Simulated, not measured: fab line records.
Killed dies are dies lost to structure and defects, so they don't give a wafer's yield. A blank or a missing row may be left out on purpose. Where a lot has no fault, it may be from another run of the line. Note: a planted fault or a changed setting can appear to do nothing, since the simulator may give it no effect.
Split-lot study + flow n5-finfet + on a route of 1938 steps: 7 lots, 39 wafers read

## THE SPLIT
At N5_PMOS_HMC_CHANNEL_EPI_HM_DEP_34 (deposits SiO2 from TEOS/O2, target thk 36 nm, time 6.9 s), the setting target-thk-a was moved away from the recipe's 360 angstrom on 12 of the 39 wafers read, by -51.9% to +45.4%. For the rest of the wafers, this setting stayed at what the recipe calls for.

The reading comes from the split's own step.

## THE READING
SiO2_of_PMOS_HMC_CHANNEL_EPI_HM_DEP_34.thk-nm (the simulator's own value, which no gauge read), in nm, at N5_PMOS_HMC_CHANNEL_EPI_HM_DEP_34 (deposits SiO2 from TEOS/O2, target thk 36 nm, time 6.9 s). The file gives no usual value for it. Across the 27 wafers here that went through the recipe, the average is 35.64 nm and the standard deviation 0.51 nm.

| wafer  | tool, chamber at the split | target-thk-a as run, angstrom | against the recipe | SiO2_of_PMOS_HMC_CHANNEL_EPI_HM_DEP_34.thk-nm, nm | against lot-mates on the recipe |
|--------|----------------------------|-------------------------------|--------------------|---------------------------------------------------|---------------------------------|
| L078.1 | pecvd-02, 1                | 360                           | recipe             | 35.9                                              | -                               |
| L078.2 | pecvd-02, 2                | 360                           | recipe             | 35.43                                             | -                               |
| L078.3 | pecvd-02, 0                | 360                           | recipe             | 36.05                                             | -                               |
| L078.4 | pecvd-02, 1                | 360                           | recipe             | 36.29                                             | -                               |
| L078.5 | pecvd-02, 2                | 360                           | recipe             | 36                                                | -                               |
| L078.6 | pecvd-02, 0                | 360                           | recipe             | 36.76                                             | -                               |
| L081.1 | pecvd-02, 1                | 360                           | recipe             | 35.15                                             | -                               |
| L081.2 | pecvd-02, 0                | 360                           | recipe             | 35.88                                             | -                               |
| L081.3 | pecvd-02, 2                | 296                           | -17.8%             | 28.86                                             | -6.74                           |
| L081.4 | pecvd-02, 2                | 296                           | -17.8%             | 29.24                                             | -6.36                           |
| L081.5 | pecvd-02, 1                | 360                           | recipe             | 35.76                                             | -                               |
| L081.6 | pecvd-02, 0                | 296                           | -17.8%             | 30.4                                              | -5.20                           |
| L082.1 | pecvd-04, 1                | 173                           | -51.9%             | 17.12                                             | -18.38                          |
| L082.2 | pecvd-04, 0                | 360                           | recipe             | 34.63                                             | -                               |
| L082.3 | pecvd-04, 2                | 173                           | -51.9%             | 17.3                                              | -18.20                          |
| L082.4 | pecvd-04, 2                | 360                           | recipe             | 35.77                                             | -                               |
| L082.5 | pecvd-04, 0                | 173                           | -51.9%             | 16.78                                             | -18.72                          |
| L082.6 | pecvd-04, 1                | 360                           | recipe             | 36.09                                             | -                               |
| L084.3 | pecvd-03, 1                | 360                           | recipe             | 35.89                                             | -                               |
| L084.5 | pecvd-03, 2                | 360                           | recipe             | 35.84                                             | -                               |
| L084.6 | pecvd-03, 1                | 360                           | recipe             | 36.29                                             | -                               |
| L087.1 | pecvd-03, 1                | 360                           | recipe             | 35.53                                             | -                               |
| L087.2 | pecvd-03, 2                | 360                           | recipe             | 35.31                                             | -                               |
| L087.3 | pecvd-03, 0                | 283                           | -21.4%             | 27.57                                             | -8.21                           |
| L087.4 | pecvd-03, 0                | 283                           | -21.4%             | 27.96                                             | -7.82                           |
| L087.5 | pecvd-03, 2                | 283                           | -21.4%             | 28.29                                             | -7.49                           |
| L087.6 | pecvd-03, 1                | 360                           | recipe             | 36.51                                             | -                               |
| L095.1 | pecvd-04, 0                | 360                           | recipe             | 34.89                                             | -                               |
| L095.2 | pecvd-04, 2                | 360                           | recipe             | 35                                                | -                               |
| L095.3 | pecvd-04, 1                | 360                           | recipe             | 35.27                                             | -                               |
| L095.4 | pecvd-04, 0                | 360                           | recipe             | 35.34                                             | -                               |
| L095.5 | pecvd-04, 2                | 360                           | recipe             | 35.66                                             | -                               |
| L095.6 | pecvd-04, 1                | 360                           | recipe             | 35.64                                             | -                               |
| L096.1 | pecvd-04, 1                | 360                           | recipe             | 35.38                                             | -                               |
| L096.2 | pecvd-04, 0                | 360                           | recipe             | 34.87                                             | -                               |
| L096.3 | pecvd-04, 2                | 360                           | recipe             | 35.19                                             | -                               |
| L096.4 | pecvd-04, 1                | 523.3                         | +45.4%             | 52.66                                             | +17.51                          |
| L096.5 | pecvd-04, 0                | 523.3                         | +45.4%             | 51.7                                              | +16.55                          |
| L096.6 | pecvd-04, 2                | 523.3                         | +45.4%             | 52.04                                             | +16.89                          |

FIT RESULTS
A straight line over all 39 wafers: SiO2_of_PMOS_HMC_CHANNEL_EPI_HM_DEP_34.thk-nm changes by +0.36 nm for each +1% of target-thk-a; r = +1.00; the points scatter about the line by 0.51 nm.
The same after taking each lot's own level away (the mean of its wafers on the recipe; 39 wafers): +0.363 nm for each +1%; r = +1.00; scatter 0.45 nm.
That fit puts the effect of the largest move of target-thk-a on the reading at 19 nm.
The lots' own levels span 35.147 to 36.072 nm, that is 1.8 times the standard deviation above.
The two slopes agree, so the slope changes little with the lot-to-lot level.
Check: for one of the wafers moved furthest among these (-51.9%), held out of the fit, the line's prediction against its lot-mates is -18.9 nm. Against them it came out at -18.4 nm.

## FILE'S OWN FIT
SiO2_of_PMOS_HMC_CHANNEL_EPI_HM_DEP_34.thk-nm changes by +0.362 nm for each +1% of target-thk-a, r = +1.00.
